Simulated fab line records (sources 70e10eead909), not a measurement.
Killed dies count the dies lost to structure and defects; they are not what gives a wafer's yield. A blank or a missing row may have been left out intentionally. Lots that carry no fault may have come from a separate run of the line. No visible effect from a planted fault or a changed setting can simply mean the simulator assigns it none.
Matching of chambers :: flow nandHarc :: 4 sister chambers for NHARC_A_STAIRCASE_DESCUM_219 on rieDiel-06
The step chemistry O2, time 3 s. 8 wafers are shown with their chamber, then 7 later ones without.

== WAFERS WITH THEIR CHAMBER ==
wafer: L996.2
chamber: 2
showerheadPlenumPTorr (Torr): 1.86
drypumpMotorCurrentA (A): 5.5

wafer: L102.1
chamber: 1
showerheadPlenumPTorr (Torr): 2.06
drypumpMotorCurrentA (A): 5.4

wafer: L102.2
chamber: 0
showerheadPlenumPTorr (Torr): 1.84
drypumpMotorCurrentA (A): 6.0

wafer: L104.1
chamber: 0
showerheadPlenumPTorr (Torr): 1.84
drypumpMotorCurrentA (A): 6.0

wafer: L104.2
chamber: 3
showerheadPlenumPTorr (Torr): 1.79
drypumpMotorCurrentA (A): 4.8

wafer: L104.3
chamber: 1
showerheadPlenumPTorr (Torr): 2.06
drypumpMotorCurrentA (A): 5.4

wafer: L105.1
chamber: 2
showerheadPlenumPTorr (Torr): 1.85
drypumpMotorCurrentA (A): 5.5

wafer: L105.2
chamber: 3
showerheadPlenumPTorr (Torr): 1.79
drypumpMotorCurrentA (A): 4.7

== WAFERS WITH NO CHAMBER GIVEN ==
wafer: L105.6
showerheadPlenumPTorr (Torr): 1.79
drypumpMotorCurrentA (A): 4.8

wafer: L111.4
showerheadPlenumPTorr (Torr): 1.84
drypumpMotorCurrentA (A): 5.6

wafer: L111.5
showerheadPlenumPTorr (Torr): 1.83
drypumpMotorCurrentA (A): 6.0

wafer: L111.6
showerheadPlenumPTorr (Torr): 2.05
drypumpMotorCurrentA (A): 5.4

wafer: L112.2
showerheadPlenumPTorr (Torr): 2.05
drypumpMotorCurrentA (A): 5.4

wafer: L112.4
showerheadPlenumPTorr (Torr): 1.83
drypumpMotorCurrentA (A): 6.0

wafer: L112.6
showerheadPlenumPTorr (Torr): 2.05
drypumpMotorCurrentA (A): 5.4

== EACH ONE'S CHAMBER ==
wafer: L105.6
from the rows above: 3
in truth: 3

wafer: L111.4
from the rows above: 2
in truth: 2

wafer: L111.5
from the rows above: 0
in truth: 0

wafer: L111.6
from the rows above: 1
in truth: 1

wafer: L112.2
from the rows above: 1
in truth: 1

wafer: L112.4
from the rows above: 0
in truth: 0

wafer: L112.6
from the rows above: 1
in truth: 1
Correct placement for 7 of the 7. Number that these rows cannot place: 0. Wrongly placed: 0.
How it was worked out, from the rows above alone: a wafer's distance from a chamber is the root of the sum, over the readings, of the square of ((its reading less the chamber's mean) divided by the reading's scatter). The wafer belongs to the nearest chamber; if the next one is less than 2 further off, it can't be placed. The mean given for a chamber averages the wafers shown for that chamber. The scatter is the square root of a quotient: the sum, over the shown wafers, of each reading's squared deviation from its chamber's mean, divided by wafers minus chambers.
